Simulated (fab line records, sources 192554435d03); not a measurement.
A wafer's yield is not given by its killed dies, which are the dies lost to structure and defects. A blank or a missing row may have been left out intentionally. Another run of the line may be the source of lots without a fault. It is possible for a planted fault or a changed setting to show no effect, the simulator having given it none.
One fault through the eyes of 2 desks | flow n5-finfet | every desk sees just its own numbers, and what lay behind them comes last

## AT THE TOOL OWNER'S DESK: litho-track-03
The tool's own readings at N5_SD_EPI_P_COAT_34 (time 60 s, resist thk 350 nm): means of the sampled wafers that have a number, for each lot that ran on this tool. The brackets show how far a lot's mean lies from the usual mean; more than 4 standard deviations puts the lot out of limits, marked OUT.
Columns: A = dispense-pressure-kPa at N5_SD_EPI_P_COAT_34, usual 51.0 kPa; B = heater-power-total-W at N5_SD_EPI_P_COAT_34, usual 500.5 W; C = plate-temp-C at N5_SD_EPI_P_COAT_34, usual 250.03 C; D = resist-line-temp-C at N5_SD_EPI_P_COAT_34, usual 23.01 C
lot  | first seen here | A    | B                       | C                | D
L334 | day 4 22:58     | 51.2 | 502.2                   | 250.11           | 23.14
L335 | day 5 06:28     | 51.2 | 500.6                   | 249.87           | 23.05
L339 | day 6 13:18     | 51.2 | 816.0 (+99 or more) OUT | 262.35 (+77) OUT | 23.07
L341 | day 6 20:00     | 51.2 | 816.2 (+99 or more) OUT | 262.12 (+76) OUT | 22.99
Finding of this desk: L339, L341 out of limits; the first was L339 at day 6 13:18, on heater-power-total-W at N5_SD_EPI_P_COAT_34. L334, L335 stayed within limits.

## THE METROLOGY DESK
Means of the sampled wafers that have a number, per lot and without regard to the tool the lot ran on: this is what the gauges read. The brackets show how far a lot's mean lies from the usual mean; more than 4 standard deviations puts the lot out of limits, marked OUT. Of its 10 readings 7 are shown: those that lie furthest out on some lot.
Columns: A = IOFF_P at N5_BEOL_M4_RC_MEAS_101, usual 0.22 nA/um; B = ION_N at N5_BEOL_M4_RC_MEAS_101, usual 676 uA/um; C = ION_P at N5_BEOL_M4_RC_MEAS_101, usual 465 uA/um; D = SS_N at N5_BEOL_M4_RC_MEAS_101, usual 71.4 mV/dec; E = SS_P at N5_BEOL_M4_RC_MEAS_101, usual 73.2 mV/dec; F = VT_N at N5_BEOL_M4_RC_MEAS_101, usual 250 mV; G = VT_P at N5_BEOL_M4_RC_MEAS_101, usual -250 mV
lot  | first seen here | A    | B   | C   | D    | E    | F   | G
L328 | day 8 04:22     | 0.20 | 675 | 465 | 70.8 | 73.4 | 251 | -250
L331 | day 9 03:10     | 0.24 | 677 | 472 | 71.6 | 73.6 | 249 | -245
L334 | day 9 22:11     | 0.22 | 676 | 464 | 71.4 | 73.0 | 250 | -248
L335 | day 10 15:37    | 0.22 | 681 | 467 | 71.5 | 73.3 | 250 | -249
L339 | day 11 03:49    | 0.20 | 671 | 463 | 71.4 | 73.7 | 251 | -249
L341 | day 11 17:22    | 0.24 | 689 | 472 | 70.9 | 73.8 | 246 | -248
L342 | day 11 20:20    | 0.17 | 676 | 458 | 71.0 | 72.5 | 252 | -255
L349 | day 13 20:48    | 0.23 | 684 | 471 | 71.3 | 73.4 | 248 | -248
L350 | day 14 09:07    | 0.15 | 676 | 457 | 70.8 | 73.0 | 251 | -258
This desk's verdict: no lot among the 9 shows anything out of limits.

## BROUGHT TOGETHER
An alarm could have come from the tool owner's desk at day 6 13:18, on L339, L341.
The metrology desk saw nothing out of limits.
The metrology desk holds a record of L339, L341, inside its limits.
The lots listed all ran N5_SD_EPI_P_COAT_34 on litho-track-03.

## WHAT THE SIMULATOR HAD INSERTED
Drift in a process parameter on litho-track-03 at N5_SD_EPI_P_COAT_34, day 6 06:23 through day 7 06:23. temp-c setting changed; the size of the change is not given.
Shown lots that were struck: L339, L341.
Time in hours from fault onset to the first out-of-limits reading at each desk: the tool owner's desk, 7.
